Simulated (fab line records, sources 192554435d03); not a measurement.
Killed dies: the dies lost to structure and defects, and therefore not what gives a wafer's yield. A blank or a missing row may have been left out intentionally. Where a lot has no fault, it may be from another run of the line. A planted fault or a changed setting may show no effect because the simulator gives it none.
Chamber matching    flow n5 finfet    N5_BEOL_M10_DEP_56 on pecvd-04: 3 sister chambers
The step deposits SiCN from 3MS/NH3, target thk 15 nm, time 26.5 s. 3 wafers are shown with their chamber, then 10 later ones without.

== WAFERS, EACH WITH ITS CHAMBER ==
wafer   chamber  throttle valve pct (%)
L085.6  2        8.8
L089.2  0        8.4
L089.5  1        9.3

== WAFERS WITHOUT THEIR CHAMBER ==
wafer   throttle valve pct (%)
L089.6  8.4
L090.2  8.9
L090.5  8.6
L090.6  9.3
L094.1  8.4
L094.3  9.3
L094.5  8.6
L095.3  9.0
L095.4  8.4
L095.5  9.1

== THE CHAMBER EACH PASSED THROUGH ==
wafer    from the rows above       in truth
L089.6   0                         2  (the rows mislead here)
L090.2   2                         2
L090.5   can't be placed: 0 or 2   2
L090.6   1                         1
L094.1   0                         0
L094.3   1                         1
L094.5   can't be placed: 0 or 2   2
L095.3   can't be placed: 2 or 1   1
L095.4   0                         0
L095.5   can't be placed: 1 or 2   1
Correctly placed: 5 of 10. From these rows, 4 cannot be placed; in 4 the true chamber is one of the candidates. Wrongly placed: 1.
How it was worked out, from the rows above alone: a wafer's distance from a chamber is the root of the sum, over the readings, of the square of ((its reading less the chamber's mean) divided by the reading's scatter). If the next closest chamber is less than 2 further off than the closest, the wafer can't be placed; otherwise it belongs to the closest. For every chamber, the mean is computed from those of its wafers that are shown. The scatter: root of mean squared gap, hidden wafer to nearest shown wafer, with one shown wafer a chamber.
